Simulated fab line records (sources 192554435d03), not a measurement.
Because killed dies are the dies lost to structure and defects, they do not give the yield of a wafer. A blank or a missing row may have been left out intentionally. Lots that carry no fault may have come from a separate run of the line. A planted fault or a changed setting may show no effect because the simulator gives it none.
What tool caused it? / flow n5-finfet / Sampling: 11 lots, 30 wafers, 3 of 1938 route steps

== WHAT THE GAUGES SHOWED, per wafer ==
N5_BEOL_M4_RC_MEAS_101. Usual: DIBL_N 36.3 mV/V, standard deviation 1.6; DIBL_P 36.2 mV/V, standard deviation 2.1; IOFF_N 0.16 nA/um, standard deviation 0.031; IOFF_P 0.21 nA/um, standard deviation 0.034; ION_N 673 uA/um, standard deviation 11; ION_P 461 uA/um, standard deviation 7.4; SS_N 71.6 mV/dec, standard deviation 0.55; SS_P 73.3 mV/dec, standard deviation 0.66; VT_N 251 mV, standard deviation 3.2; VT_P -251 mV, standard deviation 3.5.
lot=L498; measured=day 7 15:59; on=prober-02; DIBL_N (mV/V)=36.3 36.8 38.4; DIBL_P (mV/V)=36.0 36.5 37.9; IOFF_N (nA/um)=0.14 0.14 0.17; IOFF_P (nA/um)=0.21 0.21 0.25; ION_N (uA/um)=683 665 676; ION_P (uA/um)=471 462 464; SS_N (mV/dec)=71.0 71.5 71.2; SS_P (mV/dec)=73.8 73.4 74.0; VT_N (mV)=254 253 250; VT_P (mV)=-254 -253 -251; flag=
lot=L499; measured=day 7 19:15; on=prober-02; DIBL_N (mV/V)=33.4 35.0; DIBL_P (mV/V)=33.4 36.1; IOFF_N (nA/um)=0.12 0.15; IOFF_P (nA/um)=0.15 0.20; ION_N (uA/um)=664 661; ION_P (uA/um)=452 453; SS_N (mV/dec)=70.8 71.6; SS_P (mV/dec)=72.9 73.3; VT_N (mV)=258 249; VT_P (mV)=-254 -251; flag=
lot=L502; measured=day 8 20:27; on=prober-01; DIBL_N (mV/V)=34.0 35.5 32.7; DIBL_P (mV/V)=34.1 35.7 32.4; IOFF_N (nA/um)=0.12 0.15 0.11; IOFF_P (nA/um)=0.20 0.21 0.18; ION_N (uA/um)=665 666 669; ION_P (uA/um)=465 461 468; SS_N (mV/dec)=70.5 70.8 70.6; SS_P (mV/dec)=73.1 73.2 72.9; VT_N (mV)=253 251 256; VT_P (mV)=-249 -247 -252; flag=
lot=L504; measured=day 9 13:11; on=prober-01; DIBL_N (mV/V)=34.9 36.1; DIBL_P (mV/V)=34.1 35.5; IOFF_N (nA/um)=0.12 0.14; IOFF_P (nA/um)=0.17 0.18; ION_N (uA/um)=655 669; ION_P (uA/um)=452 454; SS_N (mV/dec)=70.8 71.9; SS_P (mV/dec)=72.7 72.6; VT_N (mV)=253 255; VT_P (mV)=-255 -254; flag=
lot=L506; measured=day 9 14:40; on=prober-02; DIBL_N (mV/V)=34.8 36.3 37.1; DIBL_P (mV/V)=35.7 37.0 38.3; IOFF_N (nA/um)=0.14 0.16 0.18; IOFF_P (nA/um)=0.18 0.19 0.22; ION_N (uA/um)=652 679 665; ION_P (uA/um)=452 461 455; SS_N (mV/dec)=70.9 71.2 71.7; SS_P (mV/dec)=72.8 73.4 74.2; VT_N (mV)=247 250 246; VT_P (mV)=-252 -254 -250; flag=
lot=L505; measured=day 9 17:47; on=prober-01; DIBL_N (mV/V)=34.9 35.7; DIBL_P (mV/V)=32.9 33.0; IOFF_N (nA/um)=0.12 0.14; IOFF_P (nA/um)=0.18 0.19; ION_N (uA/um)=653 677; ION_P (uA/um)=457 462; SS_N (mV/dec)=71.0 70.8; SS_P (mV/dec)=73.2 72.8; VT_N (mV)=255 251; VT_P (mV)=-252 -253; flag=
lot=L513; measured=day 11 05:26; on=prober-02; DIBL_N (mV/V)=37.3 33.8 35.9; DIBL_P (mV/V)=38.7 33.8 36.8; IOFF_N (nA/um)=0.19 0.12 0.17; IOFF_P (nA/um)=0.27 0.20 0.24; ION_N (uA/um)=687 680 680; ION_P (uA/um)=475 476 469; SS_N (mV/dec)=71.9 70.7 71.6; SS_P (mV/dec)=73.0 72.2 73.1; VT_N (mV)=245 252 247; VT_P (mV)=-241 -248 -244; flag=
lot=L512; measured=day 11 16:39; on=prober-02; DIBL_N (mV/V)=36.4 34.2 34.8; DIBL_P (mV/V)=34.9 32.6 34.5; IOFF_N (nA/um)=0.15 0.12 0.14; IOFF_P (nA/um)=0.19 0.16 0.19; ION_N (uA/um)=674 643 660; ION_P (uA/um)=457 451 459; SS_N (mV/dec)=71.6 71.2 70.7; SS_P (mV/dec)=72.7 71.4 73.0; VT_N (mV)=248 255 253; VT_P (mV)=-251 -251 -252; flag=
lot=L517; measured=day 12 09:29; on=prober-01; DIBL_N (mV/V)=36.9 33.8 36.6; DIBL_P (mV/V)=37.1 33.7 37.1; IOFF_N (nA/um)=0.16 0.11 0.16; IOFF_P (nA/um)=0.18 0.13 0.17; ION_N (uA/um)=670 662 682; ION_P (uA/um)=454 446 459; SS_N (mV/dec)=71.6 70.9 71.5; SS_P (mV/dec)=73.1 72.7 73.2; VT_N (mV)=251 256 249; VT_P (mV)=-258 -262 -258; flag=
lot=L519; measured=day 13 07:39; on=prober-01; DIBL_N (mV/V)=34.2 37.2 36.9; DIBL_P (mV/V)=32.7 37.0 36.4; IOFF_N (nA/um)=0.10 0.15 0.14; IOFF_P (nA/um)=0.14 0.19 0.19; ION_N (uA/um)=656 667 666; ION_P (uA/um)=455 456 463; SS_N (mV/dec)=70.4 71.2 71.6; SS_P (mV/dec)=71.8 72.6 72.9; VT_N (mV)=257 251 252; VT_P (mV)=-254 -253 -255; flag=
lot=L520; measured=day 13 10:01; on=prober-01; DIBL_N (mV/V)=37.9 39.1 39.1; DIBL_P (mV/V)=38.5 41.1 41.7; IOFF_N (nA/um)=0.19 0.23 0.25; IOFF_P (nA/um)=0.23 0.28 0.29; ION_N (uA/um)=687 697 708; ION_P (uA/um)=466 472 478; SS_N (mV/dec)=71.7 73.3 72.5; SS_P (mV/dec)=74.6 74.0 74.3; VT_N (mV)=248 245 243; VT_P (mV)=-249 -248 -248; flag=

N5_PASSIVATION_CD_MEAS_10: the cd target is 3000 nm. Usual: cd-nm at 2999.9 nm, with a standard deviation of 2.
lot=L498; measured=day 11 17:23; on=cd-sem-03; cd-nm (nm)=2998.6 2998.8 2995.2; flag=
lot=L499; measured=day 11 08:56; on=cd-sem-02; cd-nm (nm)=2997.4 2996.0; flag=
lot=L502; measured=day 12 14:45; on=cd-sem-01; cd-nm (nm)=2999.8 3003.8 3000.7; flag=
lot=L504; measured=day 13 02:07; on=cd-sem-03; cd-nm (nm)=3002.1 2999.6; flag=
lot=L506; measured=day 13 05:47; on=cd-sem-02; cd-nm (nm)=2999.4 3000.7 2998.1; flag=
lot=L505; measured=day 13 09:36; on=cd-sem-01; cd-nm (nm)=3000.3 3001.2; flag=
lot=L513; measured=day 14 23:19; on=cd-sem-02; cd-nm (nm)=2999.3 2997.1 3000.1; flag=
lot=L512; measured=day 15 07:14; on=cd-sem-02; cd-nm (nm)=3000.5 3003.1 3001.2; flag=
lot=L517; measured=day 15 16:52; on=cd-sem-02; cd-nm (nm)=2999.8 2996.9 2999.4; flag=
lot=L519; measured=day 16 21:34; on=cd-sem-03; cd-nm (nm)=2999.3 2995.7 2999.8; flag=
lot=L520; measured=day 17 08:57; on=cd-sem-03; cd-nm (nm)=3004.7 2998.6 3004.1; flag=

N5_PASSIVATION_INSPECT_64: inspects for defects (macro). Usual: raw-defect-count at 2.1, with a standard deviation of 1.4.
lot=L498; measured=day 11 19:18; on=defect-inspect-02; raw-defect-count=3 1 0; flag=
lot=L499; measured=day 11 10:48; on=defect-inspect-01; raw-defect-count=1 0; flag=
lot=L502; measured=day 12 16:39; on=defect-inspect-01; raw-defect-count=1 3 1; flag=
lot=L504; measured=day 13 04:10; on=defect-inspect-01; raw-defect-count=2 3; flag=
lot=L506; measured=day 13 07:25; on=defect-inspect-02; raw-defect-count=4 1 1; flag=
lot=L505; measured=day 13 11:19; on=defect-inspect-02; raw-defect-count=2 2; flag=
lot=L513; measured=day 15 01:49; on=defect-inspect-01; raw-defect-count=2 2 5; flag=
lot=L512; measured=day 15 08:59; on=defect-inspect-01; raw-defect-count=5 1 1; flag=
lot=L517; measured=day 15 18:32; on=defect-inspect-02; raw-defect-count=1 1 4; flag=
lot=L519; measured=day 16 23:31; on=defect-inspect-01; raw-defect-count=1 4 4; flag=
lot=L520; measured=day 17 12:03; on=defect-inspect-02; raw-defect-count=3 1 0; flag=

== TOOL THAT RAN EACH LOT (tool first, then ch and the chambers of the sampled wafers, then the start) ==
The record holds no process step before these readings.

== AS READ BY THE TOOLS THEMSELVES (means over the sampled wafers that have a number; for cases with no such wafer, the mark the record gives instead) ==
The record holds no such reading with a usual standard deviation.

== THE ANSWER, worked out from the rows above alone ==
Rule: a lot is off if the mean of its wafers that have a number lies more than 3 standard deviations from the usual mean. Also off: a lot with no number at a reading for which 4 or more lots have one. Any other lot the step has rows for is counted as sound. The gauges are gone through in route order, then the tools' own readings, and for those a lot's mean is taken as printed above. At the first step where some lot is off, the reading lying furthest off is the one used; lots without a number count as furthest.
No lot is off on any of the readings shown, so nothing can be concluded from this.

== WHAT THE SIMULATOR PUT IN ==
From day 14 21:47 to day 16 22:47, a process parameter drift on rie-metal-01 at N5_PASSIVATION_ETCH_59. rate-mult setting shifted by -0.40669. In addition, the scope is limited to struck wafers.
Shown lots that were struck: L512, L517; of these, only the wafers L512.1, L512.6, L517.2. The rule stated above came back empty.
